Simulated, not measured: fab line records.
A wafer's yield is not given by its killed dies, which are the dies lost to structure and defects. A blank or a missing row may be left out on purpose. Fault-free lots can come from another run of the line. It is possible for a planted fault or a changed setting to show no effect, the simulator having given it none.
Chamber matching ; flow nand_harc ; NHARC_P_M2_DESCUM_14 on rie_diel-06: 4 sister chambers
The step chemistry O2, time 3 s. 20 wafers are shown with their chamber, then 10 later ones without.

== WAFERS PAIRED WITH THEIR CHAMBERS ==
wafer;chamber;showerhead_plenum_p_Torr (Torr);drypump_motor_current_A (A);rf_vpp_V (V)
L607.2;2;1.80;6.1;58.4
L607.3;0;1.95;5.0;56.5
L607.5;2;1.80;6.1;58.1
L608.2;3;1.83;5.8;57.8
L608.4;2;1.80;6.1;57.2
L608.6;0;1.95;5.0;56.7
L610.2;1;2.01;4.7;57.5
L610.5;1;2.02;4.7;59.4
L610.6;2;1.80;6.1;57.2
L614.2;0;1.95;5.0;56.2
L614.4;2;1.80;6.1;57.6
L614.6;1;2.01;4.7;58.0
L616.4;3;1.83;5.9;57.7
L616.5;3;1.83;5.9;56.4
L616.6;0;1.95;5.0;58.4
L620.1;3;1.83;5.9;57.7
L620.4;2;1.80;6.1;56.6
L620.6;1;2.01;4.7;57.8
L621.1;3;1.83;5.9;57.2
L621.2;2;1.80;6.1;56.5

SIGNATURES (means of the wafers above)
reading;chamber 0;chamber 1;chamber 2;chamber 3;scatter within a chamber
showerhead_plenum_p_Torr;1.9500;2.0125;1.8000;1.8300;0.00217
drypump_motor_current_A;5.000;4.700;6.100;5.880;0.0224
rf_vpp_V;56.950;58.175;57.371;57.360;0.77
Rule: distance of a wafer from a chamber = root of the sum over the readings of ((wafer's reading minus chamber's mean) / reading's scatter) squared. The wafer belongs to the nearest chamber; if the next one is less than 2 further off, it can't be placed. The scatter is the square root of a quotient: the sum, over the shown wafers, of each reading's squared deviation from its chamber's mean, divided by wafers minus chambers.

== WAFERS WHOSE CHAMBER IS MISSING ==
wafer;showerhead_plenum_p_Torr (Torr);drypump_motor_current_A (A);rf_vpp_V (V)
L621.5;1.83;5.9;56.4
L626.1;1.94;5.0;59.3
L626.2;1.80;6.1;57.3
L626.6;1.94;5.0;57.8
L627.2;2.01;4.7;57.0
L627.4;1.94;5.0;58.9
L627.5;2.01;4.7;58.2
L629.1;1.80;6.1;57.3
L629.3;2.01;4.7;57.7
L629.6;2.01;4.7;57.1

== THE CHAMBER EACH PASSED THROUGH ==
wafer;from the rows above;in truth
L621.5;3;3
L626.1;0;0
L626.2;2;2
L626.6;0;0
L627.2;1;1
L627.4;0;0
L627.5;1;1
L629.1;2;2
L629.3;1;1
L629.6;1;1
Placed correctly: 10 of 10. From these rows, 0 cannot be placed. Wrongly placed: 0.
